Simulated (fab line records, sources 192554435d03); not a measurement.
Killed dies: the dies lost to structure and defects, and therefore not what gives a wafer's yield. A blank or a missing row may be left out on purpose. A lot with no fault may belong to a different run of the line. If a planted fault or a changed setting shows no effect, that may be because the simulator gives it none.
fab line records ; flow n5_finfet
record lots=9; wafers=25; last_day=18
route steps=1938 shown BEOL_M0_SAQP@700 BEOL_M0_CUTY@713 BEOL_M0@715 BEOL_M4@1111 PASSIVATION@1936
lots with no fault: from the same line, run without faults
start_h: start of the lot's first displayed wafer, in hours after the record's first day ; wait_h: hours elapsed since this lot's preceding step ; " repeats the value in the row above ; L1.1+2: a single row standing in for several wafers ; - no value, or no start given ; * or withheld: withheld ; < > ~ a bound
route shown NAME@n: a module of which the file shows steps, and the number in the route of the first ; usual: the fault-free wafers' mean and standard deviation ; same: alike in all rows ; chamber/n: place in a boat ; sites: the reading at each site ; _std_site: the values' standard deviation ; _edge_site: outer sites' mean less inner sites' ; radius_mm: for every site, how far away it sits from the centre of the wafer ; mask NAME#n: copy n ; behind: the tool/chamber that last shaped the wafer ; hold: reason for holding the lot/hours on hold/outcome of the hold ; device: which transistor (n, p or np) failed to switch ; end of line: the route-end tests of the same wafers ; step lacking rows: just its recipe ; killed: at the first sort, the dies lost to defects and structure; wafer yield is something else ; map: the dies of a wafer, with x for killed, . for not killed, _ for no die there
set.NAME: the setting the step ran with; set.NAME@STEP: the setting that earlier step ran with ; model.NAME: the simulator's own value behind a step, which no gauge read
a sample of lots followed through the steps of the route, with each step as a table and each wafer as a row
services: when a tool's chamber went out of use (start_h, in hours from the record's first day, below 0 if earlier), for how many hours, and the reason
## steps
# step N5_BEOL_M0_SAQP_STRIP_75
# recipe chemistry=CF4; resist=SiARC; power_w=300; bias_power_w=75; pressure_mtorr=50; cf4_flow_sccm=150; rf_frequency_hz=6e+07
# usual cf4_flow_sccm=150.0/0.66; drypump_motor_current_A=5.6/0.4; oes_product_au=0.184/0.019; rf_vpp_V=271.1/1.5; showerhead_plenum_p_Torr=1.79/0.065; throttle_valve_pct=13.56/0.26
lot.wafer;tool;chamber;start_h;wait_h;cf4_flow_sccm;drypump_motor_current_A;oes_product_au;rf_hours_counter_h;rf_vpp_V;showerhead_plenum_p_Torr;throttle_valve_pct
L805.2;rie_diel-01;0;116.81;0.1;149.5;5.2;0.154;239;271.3;1.83;13.50
L805.3;rie_diel-01;1;116.81;0.1;150.4;5.6;0.159;219;273.4;1.85;13.92
L805.4;rie_diel-01;2;116.81;0.1;150.0;5.7;0.186;126;270.9;1.82;13.70
L806.2;rie_diel-06;0;120.76;0.1;150.7;5.2;0.177;149;272.1;1.80;13.53
L806.5;rie_diel-06;0;120.76;0.1;150.0;5.2;0.180;-;271.5;1.80;13.53
L806.6;rie_diel-06;1;120.76;0.1;149.5;5.6;0.209;-;271.3;1.77;13.33
L807.2;rie_diel-06;0;124.79;0.1;149.4;5.2;0.182;150;269.8;1.80;13.53
L807.4;rie_diel-06;1;124.79;0.1;150.6;5.6;0.212;-;271.1;1.77;13.32
L807.6;rie_diel-06;2;124.79;0.1;150.1;5.9;0.163;-;271.3;1.73;13.85
L814.3;rie_diel-01;3;164.35;0.1;150.1;5.5;0.206;36;273.9;1.91;13.56
L814.5;rie_diel-01;2;164.35;0.1;149.8;5.7;0.180;-;270.7;1.82;13.72
L816.2;rie_diel-06;1;177.27;0.1;150.5;5.6;0.212;39;268.5;1.76;13.35
L816.4;rie_diel-06;2;177.27;0.1;150.7;6.0;0.167;180;270.0;1.72;13.88
L816.5;rie_diel-06;1;177.27;0.1;149.5;5.6;0.205;-;270.5;1.76;13.36
L817.1;rie_diel-06;1;184.31;0.1;150.1;5.7;0.212;40;270.0;1.76;13.35
L817.2;rie_diel-06;0;184.31;0.1;150.1;5.1;0.177;167;270.3;1.80;13.58
L817.4;rie_diel-06;3;184.31;0.1;150.6;6.4;0.179;188;270.0;1.70;13.30
L819.3;rie_diel-06;3;193.35;0.1;150.3;6.4;0.170;190;269.6;1.70;13.30
L819.5;rie_diel-06;3;193.35;0.1;149.9;6.4;0.170;-;269.1;1.70;13.32
L820.1;rie_diel-01;2;201.34;0.1;149.7;5.7;0.171;152;270.9;1.82;13.75
L820.4;rie_diel-01;1;201.34;0.1;149.7;5.6;0.163;241;273.6;1.84;13.96
L820.6;rie_diel-01;3;201.34;0.1;149.7;5.5;0.194;-;274.0;1.91;13.58
L822.2;rie_diel-01;3;211.55;0.1;151.2;5.6;0.203;50;274.0;1.90;13.57
L822.3;rie_diel-01;1;211.55;0.1;150.2;5.6;0.164;243;271.1;1.84;13.96
L822.5;rie_diel-01;2;211.55;0.1;150.0;5.7;0.177;-;271.0;1.81;13.76
# step N5_BEOL_M0_CUTY_ETCH_63
# recipe chemistry=N2/H2; target=SOC; target_depth_a=827; overetch_a=165; mask_material=SiARC; temp_c=40; ion_energy_ev=200; time_s=124; pressure_mtorr=30; source_w=840; bias_w=150; n2_flow_sccm=200; h2_flow_sccm=200
# usual drypump_motor_current_A=6.06/0.18; oes_product_au=0.64/0.065; rf_vpp_V=522.2/2.3; showerhead_plenum_p_Torr=2.48/0.079; throttle_valve_pct=17.81/0.26
lot.wafer;tool;chamber;start_h;wait_h;drypump_motor_current_A;oes_product_au;rf_hours_counter_h;rf_vpp_V;showerhead_plenum_p_Torr;throttle_valve_pct
L805.2;rie_diel-04;0;117.24;0.0;6.01;0.57;209;520.4;2.41;17.69
L805.3;rie_diel-04;1;117.24;0.0;6.08;0.64;131;522.4;2.44;17.90
L805.4;rie_diel-04;2;117.24;0.0;5.75;0.59;217;522.9;2.52;18.21
L806.2;rie_diel-04;2;121.23;0.0;5.81;0.58;219;523.2;2.51;18.20
L806.5;rie_diel-04;3;121.23;0.0;6.12;0.66;-;520.8;2.46;17.96
L806.6;rie_diel-04;0;121.23;0.0;5.98;0.56;-;521.1;2.41;17.68
L807.2;rie_diel-04;1;125.35;0.0;6.05;0.63;134;522.1;2.44;17.91
L807.4;rie_diel-04;3;125.35;0.0;6.16;0.67;82;521.4;2.46;17.96
L807.6;rie_diel-04;2;125.35;0.0;5.82;0.59;-;522.6;2.51;18.20
L814.3;rie_diel-04;2;164.91;0.0;5.79;0.58;232;522.9;2.51;18.21
L814.5;rie_diel-04;3;164.91;0.0;6.14;0.65;-;521.2;2.46;17.97
L816.2;rie_diel-04;3;177.87;0.0;6.15;0.64;97;521.3;2.45;17.99
L816.4;rie_diel-04;0;177.87;0.0;6.01;0.56;230;519.7;2.41;17.72
L816.5;rie_diel-04;3;177.87;0.0;6.14;0.65;-;521.5;2.45;18.00
L817.1;rie_diel-04;0;185.16;0.0;6.00;0.56;231;519.9;2.41;17.73
L817.2;rie_diel-04;3;185.16;0.0;6.13;0.65;99;521.6;2.45;17.99
L817.4;rie_diel-04;2;185.16;0.0;5.78;0.58;-;522.8;2.51;18.23
L819.3;rie_diel-02;1;193.79;0.0;6.28;0.75;8;527.3;2.70;17.52
L819.5;rie_diel-02;0;193.79;0.0;6.27;0.68;-;522.4;2.47;17.71
L820.1;rie_diel-03;3;201.90;0.0;5.89;0.59;214;522.6;2.50;17.52
L820.4;rie_diel-03;0;201.90;0.0;5.46;0.63;159;523.2;2.52;17.93
L820.6;rie_diel-03;1;201.90;0.0;5.93;0.60;-;521.5;2.45;18.33
L822.2;rie_diel-02;2;212.11;0.0;6.13;0.60;172;519.5;2.43;17.49
L822.3;rie_diel-02;0;212.11;0.0;6.31;0.69;65;521.1;2.47;17.71
L822.5;rie_diel-02;1;212.11;0.0;6.28;0.74;-;531.0;2.70;17.51
# step N5_BEOL_M0_ETCH_138
# recipe chemistry=CH3F/O2; target_depth_a=120; target=SiCN; time_s=31.6; ion_energy_ev=120; pressure_mtorr=30; source_w=395; bias_w=75; Ar_flow_sccm=150; CH3F_flow_sccm=30; O2_flow_sccm=20; ends=cleared
# usual drypump_motor_current_A=6.06/0.19; etch_rf_on_time_s=29.1/1.2; oes_product_au=0.67/0.073; rf_vpp_V=296.4/1.5; showerhead_plenum_p_Torr=1.96/0.063; throttle_valve_pct=16.35/0.21
lot.wafer;tool;chamber;start_h;wait_h;drypump_motor_current_A;etch_rf_on_time_s;oes_product_au;rf_hours_counter_h;rf_vpp_V;showerhead_plenum_p_Torr;throttle_valve_pct
L805.2;rie_diel-04;0;117.37;0.0;6.01;28.9;0.60;209;296.4;1.92;16.38
L805.3;rie_diel-04;1;117.37;0.0;6.04;26.8;0.67;131;295.9;1.93;16.39
L805.4;rie_diel-04;2;117.37;0.0;5.77;29.1;0.61;217;296.9;1.97;16.65
L806.2;rie_diel-04;2;121.35;0.0;5.79;29.2;0.61;219;297.3;1.97;16.64
L806.5;rie_diel-04;3;121.35;0.0;6.15;31.1;0.68;-;295.3;1.93;16.43
L806.6;rie_diel-04;0;121.35;0.0;6.03;29.8;0.59;-;295.4;1.92;16.37
L807.2;rie_diel-04;1;125.48;0.0;6.04;28.5;0.67;134;295.4;1.93;16.40
L807.4;rie_diel-04;3;125.48;0.0;6.14;29.7;0.68;82;294.6;1.93;16.41
L807.6;rie_diel-04;2;125.48;0.0;5.85;30.2;0.61;-;297.3;1.97;16.67
L814.3;rie_diel-04;2;165.03;0.0;5.78;21.7;0.72;232;295.8;1.96;16.67
L814.5;rie_diel-04;3;165.03;0.0;6.17;30.5;0.66;-;296.8;1.92;16.44
L816.2;rie_diel-04;3;178.00;0.0;6.13;21.6;0.80;97;295.5;1.92;16.45
L816.4;rie_diel-04;0;178.00;0.0;5.99;30.5;0.58;230;293.9;1.91;16.41
L816.5;rie_diel-04;3;178.00;0.0;6.12;29.8;0.67;-;295.2;1.92;16.46
L817.1;rie_diel-04;0;185.29;0.0;6.02;29.0;0.58;231;295.3;1.91;16.43
L817.2;rie_diel-04;3;185.29;0.0;6.13;22.0;0.80;99;295.3;1.92;16.46
L817.4;rie_diel-04;2;185.29;0.0;5.80;30.2;0.60;-;298.2;1.96;16.70
L819.3;rie_diel-02;1;193.91;0.0;6.28;28.4;0.80;8;299.2;2.15;16.15
L819.5;rie_diel-02;0;193.91;0.0;6.27;30.6;0.70;-;297.3;1.95;16.19
L820.1;rie_diel-03;3;202.03;0.0;5.89;27.7;0.62;214;297.2;1.99;16.32
L820.4;rie_diel-03;0;202.03;0.0;5.45;29.7;0.65;159;297.8;1.99;16.61
L820.6;rie_diel-03;1;202.03;0.0;5.91;31.3;0.61;-;295.5;1.89;16.52
L822.2;rie_diel-02;2;212.23;0.0;6.19;29.0;0.65;172;295.5;1.92;16.19
L822.3;rie_diel-02;0;212.23;0.0;6.28;30.7;0.69;65;297.7;1.94;16.18
L822.5;rie_diel-02;1;212.23;0.0;6.32;29.0;0.79;-;299.6;2.14;16.15
# step N5_BEOL_M0_OCD_MEAS_108
# usual trench_depth_nm=32.8/0.91
lot.wafer;tool;chamber;start_h;wait_h;trench_depth_nm
L805.2;ocd-01;-;119.19;0.1;31.5
L805.3;ocd-01;-;119.19;0.1;31.9
L805.4;ocd-01;-;119.19;0.1;31.9
L806.2;ocd-01;-;122.69;0.1;32.4
L806.5;ocd-01;-;122.69;0.1;31.4
L806.6;ocd-01;-;122.69;0.1;32.2
L807.2;ocd-01;-;131.72;0.1;34.2
L807.4;ocd-01;-;131.72;0.1;32.3
L807.6;ocd-01;-;131.72;0.1;31.8
L814.3;ocd-01;-;166.24;0.1;32.4
L814.5;ocd-01;-;166.24;0.1;32.2
L816.2;ocd-02;-;180.84;0.1;33.0
L816.4;ocd-02;-;180.84;0.1;33.5
L816.5;ocd-02;-;180.84;0.1;32.5
L817.1;ocd-02;-;187.70;0.1;32.2
L817.2;ocd-02;-;187.70;0.1;32.3
L817.4;ocd-02;-;187.70;0.1;32.7
L819.3;ocd-02;-;195.33;0.1;33.8
L819.5;ocd-02;-;195.33;0.1;33.4
L820.1;ocd-02;-;204.63;0.1;32.6
L820.4;ocd-02;-;204.63;0.1;31.7
L820.6;ocd-02;-;204.63;0.1;32.2
L822.2;ocd-02;-;215.82;0.1;34.0
L822.3;ocd-02;-;215.82;0.1;33.2
L822.5;ocd-02;-;215.82;0.1;31.4
# step N5_BEOL_M4_RC_MEAS_101
# usual DIBL_N=36.3/1.9; DIBL_P=36.6/2.4; IOFF_N=0.17/0.037; IOFF_P=0.23/0.04; ION_N=682/14; ION_P=468/8.6; SS_N=71.6/0.67; SS_P=73.4/0.71; VT_N=248/3.3; VT_P=-248.9/2.9
lot.wafer;tool;chamber;start_h;wait_h;DIBL_N[mV/V];DIBL_P[mV/V];IOFF_N[nA/um];IOFF_P[nA/um];ION_N[uA/um];ION_P[uA/um];SS_N[mV/dec];SS_P[mV/dec];VT_N[mV];VT_P[mV]
L807.2;prober-02;0;193.74;0.2;38.4;39.9;0.23;0.31;712;486;71.0;73.5;242;-240.0
L807.4;prober-02;0;193.74;0.2;35.0;36.2;0.15;0.23;681;475;71.3;73.2;248;-247.9
L807.6;prober-02;0;193.74;0.2;38.3;40.1;0.21;0.29;688;474;72.5;74.1;246;-244.0
L806.2;prober-02;0;213.27;0.2;36.9;37.1;0.17;0.23;666;460;72.4;73.1;251;-250.3
L806.5;prober-02;0;213.27;0.2;39.7;39.7;0.26;0.29;687;468;72.9;74.1;242;-244.7
L806.6;prober-02;0;213.27;0.2;34.5;34.6;0.13;0.19;652;454;70.9;72.6;254;-249.8
L805.2;prober-01;0;213.68;0.2;34.6;35.2;0.14;0.17;671;456;70.7;72.3;253;-252.2
L805.3;prober-01;0;213.68;0.2;36.1;38.3;0.16;0.23;682;465;71.6;73.7;247;-250.2
L805.4;prober-01;0;213.68;0.2;36.3;37.0;0.15;0.20;672;457;71.6;73.0;250;-252.8
L814.3;prober-02;0;249.23;0.3;37.4;36.5;0.17;0.21;672;460;72.0;73.4;250;-250.9
L814.5;prober-02;0;249.23;0.3;37.6;36.8;0.18;0.22;683;463;71.8;73.4;247;-249.2
L816.2;prober-02;0;275.14;0.2;33.7;34.2;0.13;0.19;677;461;70.7;73.3;251;-250.4
L816.4;prober-02;0;275.14;0.2;35.0;35.3;0.15;0.21;675;466;71.3;73.5;250;-251.8
L816.5;prober-02;0;275.14;0.2;33.2;33.7;0.14;0.19;691;471;71.0;72.5;248;-250.7
L817.1;prober-02;0;277.98;0.0;37.4;36.6;0.16;0.20;685;459;71.6;72.4;248;-250.5
L817.2;prober-02;0;277.98;0.0;37.4;37.6;0.16;0.21;696;471;71.8;73.2;249;-248.8
L817.4;prober-02;0;277.98;0.0;35.4;35.2;0.13;0.19;676;466;71.3;72.6;251;-250.7
L819.3;prober-02;0;294.06;0.3;36.3;37.2;0.18;0.20;693;471;70.9;74.6;245;-252.2
L819.5;prober-02;0;294.06;0.3;35.1;35.8;0.15;0.18;676;455;71.2;73.4;251;-253.6
L820.1;prober-01;0;310.65;0.0;37.7;39.2;0.20;0.25;690;472;71.7;73.4;245;-248.1
L820.4;prober-01;0;310.65;0.0;39.6;40.3;0.25;0.26;694;473;72.6;74.0;247;-247.4
L820.6;prober-01;0;310.65;0.0;38.3;38.9;0.20;0.24;688;468;72.4;73.3;251;-251.3
L822.2;prober-02;0;332.06;0.2;39.5;40.4;0.24;0.28;717;490;72.4;74.6;243;-248.3
L822.3;prober-02;0;332.06;0.2;35.7;33.7;0.14;0.16;691;463;71.7;72.8;251;-255.1
L822.5;prober-02;0;332.06;0.2;39.1;37.5;0.22;0.23;691;465;72.9;73.6;243;-250.1
# step N5_PASSIVATION_PROBE_49
# usual defect_limited_yield=91.2/1.5; killed_at_M0_to_M3=35/12; killed_at_M4_up=14/5.1; killed_at_contacts=13/6; killed_at_front_end=38/12; killed_at_other=4/3.5; killed_dies=104/18; killed_open=68/13; killed_short=33/8.1; sort_bin_5_function=5.2/1; sort_bin_6_memory=3.2/0.69; sort_n_pass=1076/18; sort_yield_pct=91.2/1.5
# same gross_dies=1180; killed_at_back_side=0; sort_bin_4_leakage[%]=0; sort_bin_8_speed[%]=0
lot.wafer;tool;chamber;start_h;wait_h;defect_limited_yield[%];killed_at_M0_to_M3;killed_at_M4_up;killed_at_contacts;killed_at_front_end;killed_at_other;killed_dies;killed_open;killed_short;sort_bin_5_function[%];sort_bin_6_memory[%];sort_n_pass;sort_yield_pct[%]
L807.2;prober-02;-;317.63;0.1;90.8;23;20;16;48;1;108;68;30;6.0;2.8;1072;90.8
L807.4;prober-02;-;317.73;0.2;91.9;20;14;10;51;0;95;61;26;4.5;3.1;1085;91.9
L807.6;prober-02;-;317.83;0.3;92.4;29;8;17;32;4;90;63;24;4.5;3.0;1090;92.4
L806.2;prober-02;-;327.49;0.1;91.6;42;12;12;29;4;99;65;33;4.7;3.3;1081;91.6
L806.5;prober-02;-;327.64;0.2;91.0;41;7;12;36;10;106;72;33;5.8;3.1;1074;91.0
L806.6;prober-02;-;327.69;0.3;89.8;33;15;9;44;19;120;78;41;5.9;4.0;1060;89.8
L805.2;prober-02;-;329.65;0.1;89.7;43;14;9;52;4;122;90;29;6.7;3.3;1058;89.7
L805.3;prober-02;-;329.70;0.1;88.9;39;11;25;56;0;131;89;41;6.7;4.1;1049;88.9
L805.4;prober-02;-;329.75;0.2;91.9;29;11;19;36;0;95;65;27;4.9;2.7;1085;91.9
L814.3;prober-01;-;360.68;0.1;93.6;16;13;18;28;1;76;41;31;3.1;2.5;1104;93.6
L814.5;prober-01;-;360.78;0.2;90.1;36;9;35;33;4;117;80;37;5.7;3.9;1063;90.1
L816.2;prober-02;-;377.10;0.1;90.9;11;20;25;46;5;107;66;41;5.1;3.7;1073;90.9
L816.4;prober-02;-;377.20;0.2;92.0;21;14;14;36;9;94;52;42;5.0;2.5;1086;92.0
L816.5;prober-02;-;377.25;0.2;91.3;17;23;12;50;1;103;67;34;5.8;2.5;1077;91.3
L817.1;prober-02;-;386.71;0.0;88.4;60;25;5;40;7;137;95;40;7.4;4.0;1043;88.4
L817.2;prober-02;-;386.76;0.1;90.8;48;15;12;32;2;109;62;47;4.7;4.2;1071;90.8
L817.4;prober-02;-;386.86;0.2;90.6;60;7;3;36;5;111;78;31;5.4;3.3;1069;90.6
L819.3;prober-02;-;403.32;0.1;91.4;57;9;11;20;5;102;62;40;5.3;2.9;1078;91.4
L819.5;prober-02;-;403.42;0.2;92.1;54;11;8;15;5;93;56;36;4.1;3.5;1087;92.1
L820.1;prober-02;-;409.58;0.0;92.9;36;11;8;28;1;84;64;16;4.0;2.9;1096;92.9
L820.4;prober-02;-;409.73;0.2;92.3;23;12;9;47;0;91;59;31;4.7;2.7;1089;92.3
L820.6;prober-02;-;409.83;0.3;92.5;32;7;4;46;0;89;60;26;3.6;3.3;1091;92.5
L822.2;prober-01;-;433.17;0.1;91.1;32;15;8;48;2;105;65;34;5.3;2.9;1075;91.1
L822.3;prober-01;-;433.22;0.1;93.3;19;14;4;37;5;79;52;25;4.2;2.2;1101;93.3
L822.5;prober-01;-;433.32;0.2;90.8;32;15;7;50;5;109;65;44;5.5;3.6;1071;90.8
# killed by level:class
L807.2 MOL_CONTACT_COAG:geometric_particle:open=13 BEOL_M4:geometric_particle:open=11 STI_FIN_REVEAL:geometric_particle:open=9 FIN_CUT:area_etch=8 FIN_SAQP:geometric_particle:short=7 FIN_SAQP:geometric_particle:open=6 BEOL_M0_SAQP:geometric_particle:open=6 BEOL_M3:geometric_particle:open=5
L807.4 FIN_SAQP:geometric_particle:open=12 STI_FIN_REVEAL:geometric_particle:open=12 MOL_CONTACT_COAG:geometric_particle:open=9 BEOL_M4:geometric_particle:open=7 DUMMY_GATE:geometric_particle:open=7 FIN_SAQP:geometric_particle:short=6 BEOL_M0_SAQP:geometric_particle:short=5 BEOL_M1:geometric_particle:short=4
L807.6 MOL_CONTACT_COAG:geometric_particle:open=15 STI_FIN_REVEAL:geometric_particle:open=12 BEOL_M0_SAQP:geometric_particle:open=8 BEOL_M1:geometric_particle:open=8 BEOL_M0_SAQP:geometric_particle:short=6 FIN_SAQP:geometric_particle:short=5 FIN_SAQP:geometric_particle:open=3 BEOL_M0:geometric_particle:open=3
L806.2 BEOL_M0_SAQP:geometric_particle:open=14 BEOL_M0_SAQP:geometric_particle:short=13 MOL_CONTACT_COAG:geometric_particle:open=11 FIN_SAQP:geometric_particle:short=6 FIN_SAQP:geometric_particle:open=4 STI_FIN_REVEAL:geometric_particle:open=4 ILD0:geometric_particle:short=4 ILD0:geometric_particle:open=4
L806.5 BEOL_M0_SAQP:geometric_particle:open=21 FIN_SAQP:geometric_particle:short=12 BEOL_M0_SAQP:geometric_particle:short=11 MOL_CONTACT_COAG:geometric_particle:open=9 FIN_SAQP:geometric_particle:open=6 STI_FIN_REVEAL:geometric_particle:open=6 BEOL_M2:geometric_particle:open=5 PAD_METAL:geometric_particle:open=5
L806.6 FIN_SAQP:geometric_particle:open=13 FIN_SAQP:geometric_particle:short=12 BEOL_M3:geometric_particle:open=9 PAD_METAL:geometric_particle:short=9 BEOL_M4:geometric_particle:open=8 PAD_METAL:geometric_particle:open=8 MOL_CONTACT_COAG:geometric_particle:open=7 BEOL_M0_SAQP:geometric_particle:short=7
L805.2 STI_FIN_REVEAL:geometric_particle:open=12 BEOL_M2:geometric_particle:open=11 MOL_CONTACT_COAG:geometric_particle:open=9 FIN_SAQP:geometric_particle:open=7 BEOL_M0_SAQP:geometric_particle:short=7 BEOL_M3:geometric_particle:open=7 DUMMY_GATE:geometric_particle:open=5 BEOL_M0:geometric_particle:open=5
L805.3 MOL_CONTACT_COAG:geometric_particle:open=19 DUMMY_GATE:geometric_particle:open=14 BEOL_M2:geometric_particle:open=11 FIN_SAQP:geometric_particle:short=10 ILD0:geometric_particle:short=8 BEOL_M1:geometric_particle:open=8 FIN_SAQP:geometric_particle:open=6 MOL_CONTACT_COAG:geometric_particle:short=6
L805.4 MOL_CONTACT_COAG:geometric_particle:open=16 FIN_SAQP:geometric_particle:open=6 BEOL_M0_SAQP:geometric_particle:short=6 DUMMY_GATE:geometric_particle:open=5 BEOL_M0:geometric_particle:open=5 BEOL_M4:geometric_particle:open=5 FIN_SAQP:geometric_particle:short=4 ILD0:geometric_particle:open=4
L814.3 MOL_CONTACT_COAG:geometric_particle:open=12 FIN_SAQP:geometric_particle:short=7 BEOL_M2:geometric_particle:open=6 GATE_CUT:geometric_particle:short=5 FIN_SAQP:geometric_particle:open=4 MOL_CONTACT_COAG:geometric_particle:short=4 BEOL_M4:geometric_particle:short=4 BEOL_M3:geometric_particle:open=4
L814.5 MOL_CONTACT_COAG:geometric_particle:open=27 FIN_SAQP:geometric_particle:open=11 FIN_SAQP:geometric_particle:short=10 BEOL_M2:geometric_particle:open=9 MOL_CONTACT_COAG:geometric_particle:short=8 BEOL_M0_SAQP:geometric_particle:short=7 BEOL_M0_SAQP:geometric_particle:open=7 STARTING-WAFER:geometric_particle:open=6
L816.2 MOL_CONTACT_COAG:geometric_particle:open=20 FIN_SAQP:geometric_particle:open=10 GATE_CUT:geometric_particle:short=9 DUMMY_GATE:geometric_particle:open=8 MOL_CONTACT_COAG:geometric_particle:short=5 BEOL_M0_SAQP:geometric_particle:short=5 BEOL_M6:geometric_particle:open=5 BEOL_M7:geometric_particle:open=4
L816.4 MOL_CONTACT_COAG:geometric_particle:open=12 GATE_CUT:geometric_particle:short=11 FIN_SAQP:geometric_particle:open=5 DUMMY_GATE:geometric_particle:open=5 BEOL_M4:geometric_particle:open=5 BEOL_M1:geometric_particle:open=5 PASS1_CAP:geometric_particle:short=4 BEOL_M0_SAQP:geometric_particle:short=4
L816.5 STI_FIN_REVEAL:geometric_particle:open=20 BEOL_M4:geometric_particle:open=8 MOL_CONTACT_COAG:geometric_particle:open=7 STARTING-WAFER:geometric_particle:short=7 DUMMY_GATE:geometric_particle:open=5 MOL_CONTACT_COAG:geometric_particle:short=5 BEOL_M1:geometric_particle:open=5 BEOL_M5:geometric_particle:open=4
L817.1 BEOL_M3:geometric_particle:open=14 BEOL_M4:geometric_particle:open=14 BEOL_M0_SAQP:geometric_particle:short=13 BEOL_M0_SAQP:geometric_particle:open=13 BEOL_M2:geometric_particle:open=10 DUMMY_GATE:geometric_particle:open=6 FIN_SAQP:geometric_particle:open=5 FIN_SAQP:geometric_particle:short=5
L817.2 BEOL_M3:geometric_particle:open=12 MOL_CONTACT_COAG:geometric_particle:open=10 FIN_SAQP:geometric_particle:short=8 BEOL_M0_SAQP:geometric_particle:short=8 BEOL_M2:geometric_particle:short=8 FIN_SAQP:geometric_particle:open=7 BEOL_M3:geometric_particle:short=6 BEOL_M2:geometric_particle:open=5
L817.4 BEOL_M3:geometric_particle:open=14 BEOL_M2:geometric_particle:open=13 FIN_SAQP:geometric_particle:short=12 FIN_SAQP:geometric_particle:open=10 BEOL_M0_SAQP:geometric_particle:open=8 BEOL_M0:geometric_particle:open=7 BEOL_M0_SAQP:geometric_particle:short=6 BEOL_M1:geometric_particle:open=4
L819.3 BEOL_M1:geometric_particle:short=13 BEOL_M1:geometric_particle:open=9 MOL_CONTACT_COAG:geometric_particle:open=9 FIN_SAQP:geometric_particle:short=8 BEOL_M2:geometric_particle:open=8 BEOL_M3:geometric_particle:open=8 BEOL_M0_SAQP:geometric_particle:open=6 BEOL_M0:geometric_particle:open=6
L819.5 BEOL_M3:geometric_particle:open=13 BEOL_M2:geometric_particle:open=13 BEOL_M0_SAQP:geometric_particle:short=9 FIN_SAQP:geometric_particle:short=7 MOL_CONTACT_COAG:geometric_particle:open=5 BEOL_M0_SAQP:geometric_particle:open=5 STI_FIN_REVEAL:geometric_particle:open=4 BEOL_M0:geometric_particle:open=4
L820.1 STI_FIN_REVEAL:geometric_particle:open=9 BEOL_M3:geometric_particle:open=8 MOL_CONTACT_COAG:geometric_particle:open=7 BEOL_M1:geometric_particle:open=6 BEOL_M0_SAQP:geometric_particle:short=5 BEOL_M0_SAQP:geometric_particle:open=5 BEOL_M2:geometric_particle:open=5 BEOL_M4:geometric_particle:open=5
L820.4 STI_FIN_REVEAL:geometric_particle:open=12 GATE_CUT:geometric_particle:short=9 MOL_CONTACT_COAG:geometric_particle:open=8 FIN_SAQP:geometric_particle:short=6 BEOL_M3:geometric_particle:open=6 BEOL_M1:geometric_particle:open=6 GATE_CUT:geometric_particle:open=5 DUMMY_GATE:geometric_particle:open=4
L820.6 STI_FIN_REVEAL:geometric_particle:open=10 GATE_CUT:geometric_particle:open=10 BEOL_M1:geometric_particle:open=9 DUMMY_GATE:geometric_particle:open=8 BEOL_M2:geometric_particle:open=6 BEOL_M0_SAQP:geometric_particle:open=5 GATE_CUT:geometric_particle:short=4 MOL_CONTACT_COAG:geometric_particle:open=4
L822.2 FIN_SAQP:geometric_particle:open=14 FIN_SAQP:geometric_particle:short=12 BEOL_M4:geometric_particle:open=10 MOL_CONTACT_COAG:geometric_particle:open=8 BEOL_M2:geometric_particle:open=7 DUMMY_GATE:geometric_particle:open=6 HKMG_FIN:area_etch=6 BEOL_M2:geometric_particle:short=5
L822.3 FIN_SAQP:geometric_particle:short=7 BEOL_M3:geometric_particle:open=6 FIN_SAQP:geometric_particle:open=5 ILD0:geometric_particle:open=5 DUMMY_GATE:geometric_particle:open=4 BEOL_M4:geometric_particle:open=4 BEOL_M5:geometric_particle:open=4 MOL_CONTACT_COAG:geometric_particle:open=3
L822.5 FIN_SAQP:geometric_particle:short=14 FIN_SAQP:geometric_particle:open=13 BEOL_M2:geometric_particle:open=9 BEOL_M0:geometric_particle:open=6 BEOL_M4:geometric_particle:open=5 ILD0:geometric_particle:short=4 MOL_CONTACT_COAG:geometric_particle:open=4 STARTING-WAFER:geometric_particle:open=4
## services
tool;chamber;start_h;hours;kind
rie_diel-04;2;100.26;10.0;repair
rie_diel-03;1;100.86;6.7;repair
rie_diel-02;3;102.85;-;clean
rie_diel-02;3;102.85;-;consumable_replace:focus_ring
rie_diel-02;3;102.85;13.7;scheduled_down
rie_diel-02;3;102.85;13.7;vent_cycle
rie_diel-06;3;104.29;20.8;repair
rie_diel-01;0;119.86;2.3;repair
rie_diel-01;0;130.11;3.8;repair
rie_diel-02;1;151.07;-;clean
rie_diel-02;1;151.07;-;consumable_replace:focus_ring
rie_diel-02;1;151.07;-;consumable_replace:showerhead
rie_diel-02;1;151.07;18.1;scheduled_down
rie_diel-02;1;151.07;18.1;vent_cycle
rie_diel-01;0;160.98;-;clean
rie_diel-01;0;160.98;-;consumable_replace:focus_ring
rie_diel-01;0;160.98;27.1;scheduled_down
rie_diel-01;0;160.98;27.1;vent_cycle
rie_diel-04;1;184.51;1.2;repair
rie_diel-01;1;187.03;11.1;repair
## key
first_sign step=N5_BEOL_M0_ETCH_138; reading=etch_rf_on_time_s; direction=down; sigmas=6.3; usual=*; struck=*
effect none on later readings
met_at N5_BEOL_M0_ETCH_138
struck_lots L814,L816,L817
struck_wafers L814.3,L816.2,L817.2
not_acting_at N5_BEOL_M0_SAQP_STRIP_75,N5_BEOL_M0_CUTY_ETCH_63,N5_BEOL_M0_OCD_MEAS_108
onset_between 125.48 165.03
fault kind=process_parameter_drift; tool=rie_diel-04; chamber=-; onset_h=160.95; steps=N5_BEOL_M0_ETCH_138; channel=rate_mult; offset=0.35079; shape=step; end_h=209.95; scope=struck_wafers_only
